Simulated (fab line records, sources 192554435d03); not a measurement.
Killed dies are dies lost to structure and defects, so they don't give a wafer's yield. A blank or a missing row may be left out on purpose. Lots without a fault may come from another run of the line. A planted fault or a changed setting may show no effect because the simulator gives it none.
Which tool did it? | flow n5_finfet | 11 lots, 33 wafers sampled, at 5 steps of a route of 1938

WHAT THE GAUGES READ, wafer by wafer
The record holds no reading of a measuring or inspecting step that can be judged against a usual standard deviation.

WHICH TOOL RAN EACH LOT (tool, then ch and the chambers of the sampled wafers, then the start)
lot  | N5_MOL_CONTACT_COAG_DESCUM_13     | N5_MOL_CONTACT_COAG_CONTACT_ETCH_14 | N5_MOL_CONTACT_COAG_ETCH_110      | N5_MOL_CONTACT_COAG_SIL_ANNEAL_21 | N5_PASSIVATION_PROBE_49
L962 | rie_diel-03 ch 0,2,3, day 4 15:28 | rie_diel-03 ch 0,2,3, day 4 15:38   | rie_diel-03 ch 0,2,3, day 4 15:44 | rtp_anneal-01 ch 0, day 4 17:41   | -
L967 | rie_diel-03 ch 1,2,3, day 5 23:17 | rie_diel-03 ch 1,2,3, day 5 23:28   | rie_diel-03 ch 1,2,3, day 5 23:34 | rtp_anneal-02 ch 0, day 6 00:58   | -
L969 | rie_diel-03 ch 0,1, day 6 09:13   | rie_diel-03 ch 0,1, day 6 09:23     | rie_diel-03 ch 0,1, day 6 09:29   | rtp_anneal-01 ch 0, day 6 10:43   | -
L970 | rie_diel-03 ch 0,3, day 6 16:46   | rie_diel-03 ch 0,3, day 6 16:58     | rie_diel-03 ch 0,3, day 6 17:03   | rtp_anneal-01 ch 0, day 6 18:09   | -
L971 | rie_diel-03 ch 1,3, day 6 23:37   | rie_diel-03 ch 1,3, day 6 23:48     | rie_diel-03 ch 1,3, day 6 23:53   | rtp_anneal-02 ch 0, day 7 01:23   | -
L975 | rie_diel-04 ch 1,2, day 8 01:04   | rie_diel-04 ch 1,2, day 8 01:15     | rie_diel-04 ch 1,2, day 8 01:20   | rtp_anneal-02 ch 0, day 8 02:47   | prober-01, day 16 22:41
L976 | rie_diel-01 ch 1,2,3, day 8 13:28 | rie_diel-01 ch 1,2,3, day 8 13:38   | rie_diel-01 ch 1,2,3, day 8 13:44 | rtp_anneal-01 ch 0, day 8 15:14   | -
L978 | rie_diel-04 ch 0,2, day 8 17:36   | rie_diel-04 ch 0,2, day 8 17:47     | rie_diel-04 ch 0,2, day 8 17:53   | rtp_anneal-01 ch 0, day 8 20:08   | -
L979 | rie_diel-04 ch 0,1,2, day 9 02:47 | rie_diel-04 ch 0,1,2, day 9 02:58   | rie_diel-04 ch 0,1,2, day 9 03:04 | rtp_anneal-02 ch 0, day 9 04:28   | prober-01, day 18 06:30
L982 | rie_diel-04 ch 1,2,3, day 9 16:13 | rie_diel-04 ch 1,2,3, day 9 16:24   | rie_diel-04 ch 1,2,3, day 9 16:30 | rtp_anneal-01 ch 0, day 9 18:01   | -
L984 | rie_diel-04 ch 0,2, day 10 06:31  | rie_diel-04 ch 0,2, day 10 06:41    | rie_diel-04 ch 0,2, day 10 06:47  | rtp_anneal-01 ch 0, day 10 07:56  | -
- N5_MOL_CONTACT_COAG_DESCUM_13: chemistry O2, time 7 s.
- N5_MOL_CONTACT_COAG_CONTACT_ETCH_14: etches SiO2 in C4F6/O2, target depth 27.5 nm, overetch 8.5 nm, time 20 s.
- N5_MOL_CONTACT_COAG_ETCH_110: etches Si in CF4/O2, target depth 2.5 nm, time 8 s.
- N5_MOL_CONTACT_COAG_SIL_ANNEAL_21: time 60 s.
- N5_PASSIVATION_PROBE_49

WHAT THE TOOLS THEMSELVES READ (means of the sampled wafers that have a number; where no wafer has one, the mark that the record gives instead)
N5_MOL_CONTACT_COAG_DESCUM_13. Usual: drypump_motor_current_A 5.6 A, standard deviation 0.53; oes_product_au 0.84 a.u., standard deviation 0.092; rf_vpp_V 243.7 V, standard deviation 1.6; showerhead_plenum_p_Torr 2.13 Torr, standard deviation 0.089; throttle_valve_pct 20.36 %, standard deviation 0.16.
lot  | tool        | drypump_motor_current_A (A) | oes_product_au (a.u.) | rf_vpp_V (V) | showerhead_plenum_p_Torr (Torr) | throttle_valve_pct (%) | flag
L962 | rie_diel-03 | 5.2                         | 0.73                  | 242.5        | 2.07                            | 20.50                  |
L967 | rie_diel-03 | 5.5                         | 0.78                  | 243.3        | 2.13                            | 20.49                  |
L969 | rie_diel-03 | 6.2                         | 0.83                  | 245.0        | 2.16                            | 20.33                  |
L970 | rie_diel-03 | 5.0                         | 0.72                  | 243.2        | 2.13                            | 20.60                  |
L971 | rie_diel-03 | 5.9                         | 0.84                  | 245.2        | 2.20                            | 20.46                  |
L975 | rie_diel-04 | 5.7                         | 0.85                  | 244.3        | 2.16                            | 20.20                  |
L976 | rie_diel-01 | 5.6                         | 0.90                  | 245.2        | 2.17                            | 20.37                  |
L978 | rie_diel-04 | 5.8                         | 0.83                  | 243.4        | 2.09                            | 20.27                  |
L979 | rie_diel-04 | 5.5                         | 0.85                  | 243.4        | 2.13                            | 20.22                  |
L982 | rie_diel-04 | 5.7                         | 0.89                  | 244.6        | 2.19                            | 20.24                  |
L984 | rie_diel-04 | 5.6                         | 0.84                  | 242.2        | 2.07                            | 20.31                  |

N5_MOL_CONTACT_COAG_CONTACT_ETCH_14. Usual: bias_w 185.0 W, standard deviation 0.53; drypump_motor_current_A 5.6 A, standard deviation 0.53; oes_product_au 0.71 a.u., standard deviation 0.073; rf_vpp_V 694 V, standard deviation 3.9; showerhead_plenum_p_Torr 2.93 Torr, standard deviation 0.11; throttle_valve_pct 21.21 %, standard deviation 0.19.
lot  | tool        | bias_w (W) | drypump_motor_current_A (A) | oes_product_au (a.u.) | rf_vpp_V (V) | showerhead_plenum_p_Torr (Torr) | throttle_valve_pct (%) | flag
L962 | rie_diel-03 | 185.5      | 5.2                         | 0.62                  | 691          | 2.86                            | 21.36                  |
L967 | rie_diel-03 | 185.1      | 5.5                         | 0.67                  | 695          | 2.93                            | 21.38                  |
L969 | rie_diel-03 | 184.9      | 6.1                         | 0.70                  | 696          | 2.98                            | 21.18                  |
L970 | rie_diel-03 | 185.2      | 5.1                         | 0.61                  | 694          | 2.93                            | 21.44                  |
L971 | rie_diel-03 | 184.8      | 5.9                         | 0.70                  | 698          | 3.03                            | 21.33                  |
L975 | rie_diel-04 | 185.3      | 5.8                         | 0.71                  | 695          | 2.95                            | 20.97                  |
L976 | rie_diel-01 | 185.3      | 5.6                         | 0.76                  | 697          | 2.98                            | 21.24                  |
L978 | rie_diel-04 | 185.2      | 5.8                         | 0.70                  | 693          | 2.87                            | 21.09                  |
L979 | rie_diel-04 | 185.1      | 5.5                         | 0.73                  | 694          | 2.92                            | 21.03                  |
L982 | rie_diel-04 | 184.3      | 5.8                         | 0.75                  | 696          | 3.00                            | 21.06                  |
L984 | rie_diel-04 | 184.4      | 5.6                         | 0.72                  | 692          | 2.85                            | 21.16                  |

N5_MOL_CONTACT_COAG_ETCH_110. Usual: bias_w 12.00 W, standard deviation 0.04; cf4_flow_sccm 100.0 sccm, standard deviation 0.3; drypump_motor_current_A 5.6 A, standard deviation 0.53; oes_product_au 0.83 a.u., standard deviation 0.091; rf_vpp_V 128.0 V, standard deviation 1.8; showerhead_plenum_p_Torr 2.26 Torr, standard deviation 0.086; throttle_valve_pct 10.64 %, standard deviation 0.26.
lot  | tool        | bias_w (W) | cf4_flow_sccm (sccm) | drypump_motor_current_A (A) | oes_product_au (a.u.) | rf_vpp_V (V) | showerhead_plenum_p_Torr (Torr) | throttle_valve_pct (%) | flag
L962 | rie_diel-03 | 12.02      | 100.5                | 5.2                         | 0.73                  | 127.4        | 2.21                            | 10.94                  |
L967 | rie_diel-03 | 12.04      | 99.8                 | 5.5                         | 0.78                  | 128.7        | 2.26                            | 10.82                  |
L969 | rie_diel-03 | 13.62      | 100.1                | 6.2                         | 0.86                  | 142.8        | 2.30                            | 10.66                  | OFF
L970 | rie_diel-03 | 13.60      | 100.0                | 5.0                         | 0.74                  | 143.0        | 2.26                            | 11.02                  | OFF
L971 | rie_diel-03 | 13.60      | 100.1                | 5.9                         | 0.86                  | 142.6        | 2.33                            | 10.71                  | OFF
L975 | rie_diel-04 | 12.03      | 100.2                | 5.7                         | 0.84                  | 125.9        | 2.28                            | 10.42                  |
L976 | rie_diel-01 | 11.99      | 99.8                 | 5.6                         | 0.90                  | 128.5        | 2.30                            | 10.53                  |
L978 | rie_diel-04 | 11.95      | 100.0                | 5.8                         | 0.83                  | 127.4        | 2.22                            | 10.51                  |
L979 | rie_diel-04 | 12.00      | 99.9                 | 5.5                         | 0.85                  | 127.7        | 2.26                            | 10.45                  |
L982 | rie_diel-04 | 12.00      | 100.0                | 5.7                         | 0.88                  | 127.2        | 2.32                            | 10.46                  |
L984 | rie_diel-04 | 12.00      | 100.2                | 5.6                         | 0.84                  | 129.5        | 2.19                            | 10.55                  |

N5_MOL_CONTACT_COAG_SIL_ANNEAL_21. Usual: lamp_power_pct 6.61 %, standard deviation 0.072; lamp_zone_1_pct 6.61 %, standard deviation 0.072; lamp_zone_2_pct 6.61 %, standard deviation 0.071; wafer_temp_C_max 551.7, standard deviation 0.35.
lot  | tool          | lamp_power_pct (%) | lamp_zone_1_pct (%) | lamp_zone_2_pct (%) | wafer_temp_C_max | flag
L962 | rtp_anneal-01 | 6.67               | 6.67                | 6.67                | 551.4            |
L967 | rtp_anneal-02 | 6.53               | 6.53                | 6.53                | 551.8            |
L969 | rtp_anneal-01 | 6.68               | 6.67                | 6.67                | 551.9            |
L970 | rtp_anneal-01 | 6.67               | 6.67                | 6.67                | 551.3            |
L971 | rtp_anneal-02 | 6.53               | 6.53                | 6.53                | 552.1            |
L975 | rtp_anneal-02 | 6.52               | 6.52                | 6.53                | 552.1            |
L976 | rtp_anneal-01 | 6.67               | 6.67                | 6.68                | 551.6            |
L978 | rtp_anneal-01 | 6.67               | 6.67                | 6.67                | 551.5            |
L979 | rtp_anneal-02 | 6.53               | 6.53                | 6.53                | 551.7            |
L982 | rtp_anneal-01 | 6.67               | 6.67                | 6.66                | 551.8            |
L984 | rtp_anneal-01 | 6.67               | 6.67                | 6.67                | 552.2            |

N5_PASSIVATION_PROBE_49. Usual: killed_at_M0_to_M3 36, standard deviation 11; killed_at_M4_up 14, standard deviation 5.6; killed_at_contacts 11, standard deviation 5.6; killed_at_front_end 40, standard deviation 12; killed_at_other 4, standard deviation 3.2; killed_dies 105, standard deviation 17; killed_open 69, standard deviation 12; killed_short 34, standard deviation 8.4.
lot  | tool      | killed_at_M0_to_M3 | killed_at_M4_up | killed_at_contacts | killed_at_front_end | killed_at_other | killed_dies | killed_open | killed_short | flag
L975 | prober-01 | 42                 | 15              | 10                 | 48                  | 0               | 115         | 78          | 35           |
L979 | prober-01 | 39                 | 11              | 10                 | 41                  | 2               | 104         | 69          | 31           |

THE ANSWER, worked out from the rows above alone
Rule: a lot is off if the mean of its wafers that have a number lies more than 3 standard deviations from the usual mean. A lot without any number at a reading at which 4 lots or more have one is off too. The other lots that the step has rows for count as sound. The gauges are gone through in route order, then the tools' own readings, and for those a lot's mean is taken as printed above. The first step at which some lot is off is used, and at that step the reading that is off furthest; a lot without a number counts as furthest.
Off: L969, L970, L971, at N5_MOL_CONTACT_COAG_ETCH_110 (bias_w).
A tool fits if, at that step or a process step before it, it ran every lot that is off, and no sound lot after the first of them. One fits: rie_diel-03 at N5_MOL_CONTACT_COAG_DESCUM_13 and N5_MOL_CONTACT_COAG_CONTACT_ETCH_14 and N5_MOL_CONTACT_COAG_ETCH_110. At N5_MOL_CONTACT_COAG_DESCUM_13 its last sound lot is L967 (day 5 23:17), its first lot that is off L969 (day 6 09:13): a fault that began between those two fits.

WHAT THE SIMULATOR HAD PUT IN
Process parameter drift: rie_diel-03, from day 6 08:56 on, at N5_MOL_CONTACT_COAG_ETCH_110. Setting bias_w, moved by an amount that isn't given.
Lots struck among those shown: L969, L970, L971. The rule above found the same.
